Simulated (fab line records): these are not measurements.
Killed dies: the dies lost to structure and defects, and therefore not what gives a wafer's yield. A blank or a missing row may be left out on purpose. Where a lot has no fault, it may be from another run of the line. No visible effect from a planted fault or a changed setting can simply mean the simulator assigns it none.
Which tool is to blame?    flow n5-finfet    Sampling: 23 lots, 69 wafers, 5 of 1938 route steps

== WHAT THE GAUGES READ, wafer by wafer ==
N5_BEOL_M10_INSPECT_58: inspects for defects (darkfield). Usual: raw-defect-count reads 79 (standard deviation 25).
lot   measured      on                 raw-defect-count  flag
L075  day 10 10:16  defect-inspect-02  99 28 62          
L074  day 10 12:21  defect-inspect-02  52 66 98          
L076  day 10 18:59  defect-inspect-01  54 118 79         
L078  day 11 17:58  defect-inspect-02  47 99 100         
L079  day 11 18:15  defect-inspect-02  63 171 55         
L081  day 12 03:31  defect-inspect-01  66 45 54          
L082  day 12 12:01  defect-inspect-01  52 77 81          
L080  day 12 19:30  defect-inspect-02  65 59 80          
L083  day 12 21:48  defect-inspect-01  24 68 53          
L085  day 13 06:23  defect-inspect-01  67 85 81          
L086  day 13 06:40  defect-inspect-02  110 108 84        
L084  day 13 09:25  defect-inspect-01  76 100 125        
L088  day 13 13:59  defect-inspect-02  94 99 123         
L087  day 13 14:52  defect-inspect-02  74 79 79          
L089  day 14 04:53  defect-inspect-02  88 107 126        
L090  day 14 05:20  defect-inspect-02  60 70 78          
L092  day 14 13:06  defect-inspect-02  41 66 97          
L093  day 15 00:19  defect-inspect-01  57 54 88          
L091  day 15 00:34  defect-inspect-01  52 49 51          
L094  day 15 07:41  defect-inspect-02  87 90 90          
L095  day 15 14:07  defect-inspect-02  70 95 79          
L096  day 15 22:52  defect-inspect-01  79 75 85          
L097  day 16 21:38  defect-inspect-02  94 86 70          

N5_BEOL_M11_CD_MEAS_18: pitch 140 nm, target cd 70 nm. Usual: cd-nm reads 69.8 nm (standard deviation 0.7).
lot   measured      on         cd-nm (nm)      flag
L075  day 10 13:58  cd-sem-02  68.1 69.8 68.9  
L074  day 10 14:46  cd-sem-02  69.3 69.0 69.3  
L076  day 10 21:38  cd-sem-01  70.0 69.2 69.7  
L078  day 11 23:26  cd-sem-01  69.5 68.8 69.2  
L079  day 11 23:59  cd-sem-02  70.5 70.0 68.9  
L081  day 12 05:31  cd-sem-02  70.0 68.8 69.7  
L082  day 12 15:12  cd-sem-01  70.5 70.2 70.0  
L080  day 12 22:16  cd-sem-03  69.7 70.1 69.4  
L083  day 13 01:42  cd-sem-01  70.4 69.8 70.0  
L085  day 13 08:59  cd-sem-03  70.5 70.8 70.9  
L086  day 13 09:07  cd-sem-03  70.6 70.4 70.9  
L084  day 13 13:13  cd-sem-01  69.4 69.8 69.1  
L088  day 13 17:48  cd-sem-03  70.0 69.6 67.9  
L087  day 13 18:01  cd-sem-01  69.3 70.4 69.2  
L089  day 14 06:52  cd-sem-01  69.8 69.7 69.7  
L090  day 14 07:17  cd-sem-01  68.7 68.7 69.2  
L092  day 14 17:15  cd-sem-03  70.3 69.7 70.3  
L093  day 15 03:08  cd-sem-02  70.2 70.0 70.4  
L091  day 15 03:20  cd-sem-01  69.7 69.9 69.7  
L094  day 15 11:34  cd-sem-01  69.5 70.4 68.5  
L095  day 15 17:04  cd-sem-02  71.6 71.6 71.7  
L096  day 16 02:30  cd-sem-02  69.3 69.3 69.9  
L097  day 17 01:08  cd-sem-03  70.3 68.9 69.5  

N5_BEOL_M11_OVL_MEAS_29. Usual: V10_OVL typically reads 0.4 nm, with standard deviation 0.58.
lot   measured      on          V10_OVL (nm)   flag
L075  day 10 15:46  overlay-02  0.9 0.1 -0.3   
L074  day 10 15:44  overlay-01  1.3 1.2 1.7    
L076  day 10 22:28  overlay-01  0.0 0.9 0.6    
L078  day 11 23:47  overlay-02  1.1 0.4 0.2    
L079  day 12 01:19  overlay-01  0.1 1.1 0.9    
L081  day 12 06:25  overlay-01  0.3 0.9 0.9    
L082  day 12 15:50  overlay-01  0.5 0.7 1.5    
L080  day 12 23:13  overlay-01  0.5 0.5 0.5    
L083  day 13 02:11  overlay-01  0.3 -0.1 -0.2  
L085  day 13 11:06  overlay-02  0.6 0.3 -0.1   
L086  day 13 10:56  overlay-02  0.3 0.6 -0.6   
L084  day 13 13:32  overlay-01  0.0 -0.2 0.7   
L088  day 13 19:40  overlay-02  1.1 1.7 1.3    
L087  day 13 19:29  overlay-02  0.3 -0.9 -0.3  
L089  day 14 07:18  overlay-01  -0.6 -0.3 0.8  
L090  day 14 07:36  overlay-01  0.5 0.7 -0.6   
L092  day 14 17:36  overlay-01  0.7 1.3 1.4    
L093  day 15 04:35  overlay-02  0.5 0.3 -0.1   
L091  day 15 04:25  overlay-02  0.4 1.2 1.2    
L094  day 15 12:03  overlay-01  0.5 0.9 0.1    
L095  day 15 18:59  overlay-01  -0.4 0.3 -0.3  
L096  day 16 04:35  overlay-01  0.4 -0.4 0.2   
L097  day 17 01:35  overlay-02  -0.7 -0.1 0.1  

== WHICH TOOL RAN EACH LOT (tool, then ch and the chambers of the sampled wafers, then the start) ==
lot   N5_BEOL_M11_ETCH_61                 N5_BEOL_M11_STRIP_19
L075  rie-diel-01 ch 0,2,3, day 10 13:32  rie-diel-05 ch 0,3, day 10 13:53
L074  rie-diel-06 ch 1,2,3, day 10 14:21  rie-diel-01 ch 0,1,2, day 10 14:42
L076  rie-diel-05 ch 1,3, day 10 21:13    rie-diel-05 ch 0,3, day 10 21:34
L078  rie-diel-06 ch 1,2,3, day 11 22:58  rie-diel-01 ch 0,1,3, day 11 23:22
L079  rie-diel-06 ch 0,1,3, day 11 23:13  rie-diel-05 ch 0,1,3, day 11 23:55
L081  rie-diel-06 ch 2,3, day 12 05:02    rie-diel-01 ch 0,1, day 12 05:27
L082  rie-diel-06 ch 0,1,2, day 12 14:47  rie-diel-01 ch 0,2,3, day 12 15:08
L080  rie-diel-06 ch 1,2,3, day 12 21:51  rie-diel-06 ch 1,2,3, day 12 22:12
L083  rie-diel-05 ch 0,1,2, day 13 01:15  rie-diel-01 ch 0,1,3, day 13 01:38
L085  rie-diel-01 ch 0,1,3, day 13 08:27  rie-diel-01 ch 0,1,3, day 13 08:55
L086  rie-diel-01 ch 0,2,3, day 13 08:42  rie-diel-05 ch 0,2,3, day 13 09:03
L084  rie-diel-05 ch 0,1, day 13 12:31    rie-diel-01 ch 0,1,3, day 13 13:08
L088  rie-diel-05 ch 0,1, day 13 17:16    rie-diel-05 ch 0,1, day 13 17:44
L087  rie-diel-05 ch 0,1,2, day 13 17:31  rie-diel-05 ch 0,1, day 13 17:57
L089  rie-diel-01 ch 0,2,3, day 14 06:22  rie-diel-05 ch 1,2,3, day 14 06:47
L090  rie-diel-05 ch 0,1,2, day 14 06:52  rie-diel-06 ch 0,2,3, day 14 07:13
L092  rie-diel-05 ch 0,3, day 14 16:50    rie-diel-01 ch 0,1,2, day 14 17:12
L093  rie-diel-05 ch 1,2, day 15 02:37    rie-diel-01 ch 0,1, day 15 03:04
L091  rie-diel-05 ch 0,1,2, day 15 02:55  rie-diel-05 ch 0,1,2, day 15 03:16
L094  rie-diel-06 ch 0,1,3, day 15 11:00  rie-diel-01 ch 1,2, day 15 11:29
L095  rie-diel-01 ch 0,1,3, day 15 16:34  rie-diel-06 ch 1,3, day 15 17:00
L096  rie-diel-05 ch 0,1, day 16 02:05    rie-diel-06 ch 1,3, day 16 02:26
L097  rie-diel-05 ch 0,1,2, day 17 00:43  rie-diel-05 ch 0,1,3, day 17 01:04
- N5_BEOL_M11_ETCH_61: etches SiARC in CF4, target depth 39 nm, time 65 s.
- N5_BEOL_M11_STRIP_19: strips in O2.

== AS READ BY THE TOOLS THEMSELVES (means over the sampled wafers that have a number; for cases with no such wafer, the mark the record gives instead) ==
N5_BEOL_M11_ETCH_61. Usual: chamber-pressure-mTorr 40.00 mTorr (standard deviation 0.036); drypump-motor-current-A 5.61 A (standard deviation 0.29); etch-rf-on-time-s 65.0 s (standard deviation 1.5); oes-product-au 0.68 a.u. (standard deviation 0.074); rf-vpp-V 184.3 V (standard deviation 1); showerhead-plenum-p-Torr 2.16 Torr (standard deviation 0.046); throttle-valve-pct 15.58 % (standard deviation 0.17).
lot   tool         chamber-pressure-mTorr (mTorr)  drypump-motor-current-A (A)  etch-rf-on-time-s (s)  oes-product-au (a.u.)  rf-vpp-V (V)  showerhead-plenum-p-Torr (Torr)  throttle-valve-pct (%)  flag
L075  rie-diel-01  39.98                           5.70                         65.0                   0.64                   183.9         2.17                             15.56                   
L074  rie-diel-06  40.00                           5.37                         65.6                   0.69                   183.7         2.13                             15.56                   
L076  rie-diel-05  39.97                           5.45                         65.1                   0.62                   183.2         2.12                             15.74                   
L078  rie-diel-06  40.03                           5.37                         64.8                   0.69                   184.1         2.13                             15.58                   
L079  rie-diel-06  39.98                           5.46                         66.2                   0.68                   183.9         2.16                             15.56                   
L081  rie-diel-06  40.01                           5.42                         64.8                   0.66                   183.9         2.09                             15.68                   
L082  rie-diel-06  40.02                           5.56                         66.8                   0.65                   184.9         2.18                             15.63                   
L080  rie-diel-06  40.00                           5.40                         65.4                   0.68                   184.2         2.13                             15.59                   
L083  rie-diel-05  40.00                           5.61                         64.2                   0.66                   185.0         2.18                             15.53                   
L085  rie-diel-01  40.03                           5.92                         65.5                   0.70                   183.7         2.18                             15.57                   
L086  rie-diel-01  39.99                           5.70                         65.5                   0.71                   184.1         2.16                             15.44                   
L084  rie-diel-05  39.99                           5.51                         63.0                   0.66                   184.8         2.17                             15.48                   
L088  rie-diel-05  40.07                           5.76                         63.6                   0.64                   184.0         2.19                             15.54                   
L087  rie-diel-05  39.98                           5.62                         63.5                   0.67                   184.4         2.17                             15.54                   
L089  rie-diel-01  39.99                           5.70                         65.1                   0.70                   183.6         2.16                             15.46                   
L090  rie-diel-05  39.97                           5.63                         63.9                   0.66                   185.4         2.17                             15.56                   
L092  rie-diel-05  39.99                           5.89                         64.2                   0.68                   184.2         2.18                             15.58                   
L093  rie-diel-05  40.02                           5.38                         64.2                   0.67                   183.2         2.14                             15.50                   
L091  rie-diel-05  40.03                           5.61                         64.5                   0.65                   185.0         2.17                             15.57                   
L094  rie-diel-06  39.99                           5.48                         66.5                   0.67                   184.5         2.15                             15.59                   
L095  rie-diel-01  39.97                           5.93                         64.8                   0.76                   184.8         2.18                             15.45                   
L096  rie-diel-05  40.01                           5.52                         65.2                   0.64                   184.3         2.16                             15.52                   
L097  rie-diel-05  40.03                           5.62                         64.3                   0.63                   184.7         2.16                             15.60                   

N5_BEOL_M11_STRIP_19. Usual: chamber-pressure-mTorr 29.99 mTorr (standard deviation 0.033); drypump-motor-current-A 5.7 A (standard deviation 0.31); oes-product-au 0.80 a.u. (standard deviation 0.093); rf-vpp-V 3.6 V (standard deviation 0.69); showerhead-plenum-p-Torr 2.12 Torr (standard deviation 0.042); temp-c 39.97 C (standard deviation 0.11); throttle-valve-pct 16.65 % (standard deviation 0.2).
lot   tool         chamber-pressure-mTorr (mTorr)  drypump-motor-current-A (A)  oes-product-au (a.u.)  rf-vpp-V (V)  showerhead-plenum-p-Torr (Torr)  temp-c (C)  throttle-valve-pct (%)  flag
L075  rie-diel-05  29.98                           5.7                          0.70                   4.4           2.11                             39.99       16.86                   
L074  rie-diel-01  30.02                           5.7                          0.73                   3.5           2.14                             39.91       16.91                   
L076  rie-diel-05  30.00                           5.7                          0.70                   4.0           2.11                             39.96       16.85                   
L078  rie-diel-01  29.97                           5.9                          0.84                   3.4           2.16                             39.83       16.66                   
L079  rie-diel-05  29.99                           5.6                          0.73                   3.1           2.12                             39.99       16.70                   
L081  rie-diel-01  30.00                           6.0                          0.92                   3.1           2.16                             40.03       16.78                   
L082  rie-diel-01  29.99                           5.6                          0.84                   4.7           2.12                             40.01       16.51                   
L080  rie-diel-06  30.01                           5.4                          0.80                   3.9           2.08                             40.03       16.64                   
L083  rie-diel-01  29.96                           6.0                          0.82                   3.5           2.15                             40.04       16.68                   
L085  rie-diel-01  30.01                           5.9                          0.82                   3.3           2.15                             40.02       16.68                   
L086  rie-diel-05  29.97                           5.7                          0.73                   3.1           2.12                             40.07       16.75                   
L084  rie-diel-01  29.99                           6.0                          0.82                   4.2           2.15                             39.97       16.68                   
L088  rie-diel-05  29.98                           5.5                          0.76                   3.3           2.13                             40.01       16.55                   
L087  rie-diel-05  30.00                           5.8                          0.74                   3.6           2.15                             39.97       16.59                   
L089  rie-diel-05  30.03                           5.4                          0.83                   3.4           2.09                             40.01       16.57                   
L090  rie-diel-06  30.00                           5.6                          0.72                   3.5           2.08                             39.96       16.76                   
L092  rie-diel-01  29.97                           5.8                          0.87                   3.9           2.13                             39.93       16.68                   
L093  rie-diel-01  30.03                           6.1                          0.83                   3.2           2.15                             39.87       16.81                   
L091  rie-diel-05  29.98                           5.6                          0.75                   3.2           2.12                             39.86       16.61                   
L094  rie-diel-01  30.00                           5.5                          0.89                   3.4           2.09                             40.04       16.57                   
L095  rie-diel-06  29.98                           5.3                          0.84                   3.6           2.09                             40.11       16.45                   
L096  rie-diel-06  30.03                           5.3                          0.82                   4.0           2.06                             39.93       16.58                   
L097  rie-diel-05  30.03                           5.6                          0.78                   3.4           2.11                             39.95       16.61                   

== THE ANSWER, worked out from the rows above alone ==
Rule: a lot counts as off when the mean over its wafers that have a number is more than 3 standard deviations away from the usual mean. Also off: a lot with no number at a reading for which 4 or more lots have one. Where the step has rows for the other lots, those lots are counted as sound. Order of review: gauges by route order, followed by the tools' own readings, for which a lot's mean as printed above is used. At the first step where some lot is off, the reading lying furthest off is the one used; lots without a number count as furthest.
No lot is off on any of the readings shown, so nothing can be concluded from this.

== WHAT THE SIMULATOR PUT IN ==
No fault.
